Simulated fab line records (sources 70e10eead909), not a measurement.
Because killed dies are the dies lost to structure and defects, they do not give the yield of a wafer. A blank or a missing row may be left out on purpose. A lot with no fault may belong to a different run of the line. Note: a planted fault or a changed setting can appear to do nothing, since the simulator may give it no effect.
Problem report in the 8D (eight disciplines) form, filled by code ; flow nandHarc ; the parts of the form that need people (team, actions taken, sign-off) are left out

== 1. THE ISSUE ==
A mean of 69.8 s is read at NHARC_A_CONTACT_ETCH_50 for runLengthS, taken on 1 wafer of 1 lot, against 81.8 s (standard deviation 0.5) on wafers free of any fault. That is -24 standard deviations from the usual mean.
The step: etches the open film in CF4/CHF3, target depth 121 nm, time 60.5 s.
First seen on wafer L672.1, day 25 19:12, on rieDiel-04. The record holds 36 wafers of 12 lots with a number at this step. By rule, "out" or "out of limits" means more than 4 standard deviations away from the usual mean. The rest of the wafers with a number are treated as sound.

== 2. WHAT IT IS, AND WHAT IT ISN'T ==
question;is;is not
which readings at this step;runLengthS;drypumpMotorCurrentA, oesProductAu, rfVppV, showerheadPlenumPTorr, throttleValvePct
which lots;L672;L662, L663, L667, L668, L673, L679, L680, L681, L682, L683, L684
which wafers of those lots;L672.1;L672.2, L672.5
read on which tools;rieDiel-04;rieDiel-05, rieDiel-08
when;from day 25 19:12;"up to then (14 sound wafers); but 21 sound wafers of L673, L679, L680, L681, L682, L683, L684 came after"

== 3. THE SUSPECTS, EACH WITH WHAT RULES IT OUT ==
Counting: any tool at a process step up to the reading remains a suspect provided it ran every lot that is out. Sound lots after the first of them don't rule it out here, since some wafers of a struck lot are sound.
- rieDiel-04 at NHARC_A_CONTACT_ETCH_48 (etches the open film in CF4, target depth 39 nm, time 65 s): kept. It processed L672, the lot that is out, at day 25 18:45, and its most recent sound lot before then was L662 at day 21 12:55.
- rieDiel-04 at NHARC_A_CONTACT_ETCH_50 (etches the open film in CF4/CHF3, target depth 121 nm, time 60.5 s): kept. It processed L672, the lot that is out, at day 25 19:12, and its most recent sound lot before then was L662 at day 21 13:21. Its own readings are out on those wafers: runLengthS.
- Within rieDiel-04 at NHARC_A_CONTACT_ETCH_48: the wafers that are out ran in chamber 1; their sound lot-mates ran in chambers 2, 3.
- Within rieDiel-04 at NHARC_A_CONTACT_ETCH_50: the wafers that are out ran in chamber 1; their sound lot-mates ran in chambers 2, 3.
After counting, rieDiel-04 at NHARC_A_CONTACT_ETCH_48 and rieDiel-04 at NHARC_A_CONTACT_ETCH_50 remain.

== 4. THE CAUSE (what the simulator had put in) ==
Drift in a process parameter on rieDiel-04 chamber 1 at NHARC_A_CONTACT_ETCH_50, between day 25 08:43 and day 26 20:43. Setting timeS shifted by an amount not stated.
After counting, 2 suspects remain, this tool included.

== 5. THE CHAIN OF EFFECTS, in route order ==
Each row: a reading where the mean over the struck wafers with a number is more than 3 standard deviations away from the usual. Only readings for which the record gives a usual standard deviation are gone through. hours: the time from each lot's start at the first step in this table that gives one to its start at this step, as a median over the lots. sigmas: the change in usual standard deviations.
hours;step;reading;usual;on struck wafers;change;sigmas
0;NHARC_A_CONTACT_ETCH_50;runLengthS;81.8 s;69.8;-12.0;-24
Here are the process steps it includes:
- NHARC_A_CONTACT_ETCH_50: etches the open film in CF4/CHF3, target depth 121 nm, time 60.5 s.
Later steps that measure or inspect, where all struck wafers having a row at the step show a number for every such reading and not one has moved that far: NHARC_END_SORT_01.

== 6. HOW IT WOULD HAVE BEEN CAUGHT EARLIER ==
First out-of-limits reading in this record: day 25 19:12, which is 10 hours after fault onset at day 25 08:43.
